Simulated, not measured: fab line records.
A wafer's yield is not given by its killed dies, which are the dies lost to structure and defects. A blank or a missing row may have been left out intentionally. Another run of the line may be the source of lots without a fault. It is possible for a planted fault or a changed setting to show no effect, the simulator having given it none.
Chamber matching || flow nandHarc || rieSi-05 running NHARC_P_GATE_ETCH_32: 4 sister chambers
The step etches the open film in HBr/Cl2, target depth 150 nm, time 100.1 s. 8 wafers are shown with their chamber, then 7 later ones without.

WAFERS WITH THEIR CHAMBER
{"wafer": "L726.2", "chamber": 3, "drypumpMotorCurrentA (A)": 5.7, "oesProductAu (a.u.)": 0.996}
{"wafer": "L728.3", "chamber": 0, "drypumpMotorCurrentA (A)": 6.3, "oesProductAu (a.u.)": 0.996}
{"wafer": "L728.6", "chamber": 2, "drypumpMotorCurrentA (A)": 6.5, "oesProductAu (a.u.)": 1.011}
{"wafer": "L732.2", "chamber": 1, "drypumpMotorCurrentA (A)": 5.7, "oesProductAu (a.u.)": 1.031}
{"wafer": "L732.5", "chamber": 2, "drypumpMotorCurrentA (A)": 6.6, "oesProductAu (a.u.)": 1.004}
{"wafer": "L732.6", "chamber": 3, "drypumpMotorCurrentA (A)": 5.8, "oesProductAu (a.u.)": 0.990}
{"wafer": "L734.1", "chamber": 0, "drypumpMotorCurrentA (A)": 6.3, "oesProductAu (a.u.)": 0.992}
{"wafer": "L734.2", "chamber": 1, "drypumpMotorCurrentA (A)": 5.7, "oesProductAu (a.u.)": 1.008}

WAFERS WITHOUT THEIR CHAMBER
{"wafer": "L734.6", "drypumpMotorCurrentA (A)": 5.7, "oesProductAu (a.u.)": 1.015}
{"wafer": "L739.2", "drypumpMotorCurrentA (A)": 6.3, "oesProductAu (a.u.)": 1.017}
{"wafer": "L739.3", "drypumpMotorCurrentA (A)": 5.7, "oesProductAu (a.u.)": 0.998}
{"wafer": "L739.4", "drypumpMotorCurrentA (A)": 6.6, "oesProductAu (a.u.)": 0.999}
{"wafer": "L740.2", "drypumpMotorCurrentA (A)": 5.8, "oesProductAu (a.u.)": 0.993}
{"wafer": "L740.5", "drypumpMotorCurrentA (A)": 6.6, "oesProductAu (a.u.)": 1.017}
{"wafer": "L740.6", "drypumpMotorCurrentA (A)": 5.7, "oesProductAu (a.u.)": 1.000}

WHICH CHAMBER EACH WENT THROUGH
{"wafer": "L734.6", "from the rows above": 1, "in truth": 1}
{"wafer": "L739.2", "from the rows above": 0, "in truth": 0}
{"wafer": "L739.3", "from the rows above": "can't be placed: 3 or 1", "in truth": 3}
{"wafer": "L739.4", "from the rows above": 2, "in truth": 2}
{"wafer": "L740.2", "from the rows above": 3, "in truth": 3}
{"wafer": "L740.5", "from the rows above": 2, "in truth": 2}
{"wafer": "L740.6", "from the rows above": "can't be placed: 3 or 1", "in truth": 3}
Placed correctly: 5 of 7. Can't be placed from these rows: 2 (the true chamber is among the candidates in 2). 0 placed wrongly.
How it was worked out, from the rows above alone: a wafer's distance from a chamber is the root of the sum, over the readings, of the square of ((its reading less the chamber's mean) divided by the reading's scatter). If the next closest chamber is less than 2 further off than the closest, the wafer can't be placed; otherwise it belongs to the closest. Each chamber's mean is taken over the wafers shown for it. The scatter: the root of (the sum of the squares of (reading less its chamber's mean) over the shown wafers, divided by (wafers less chambers)).
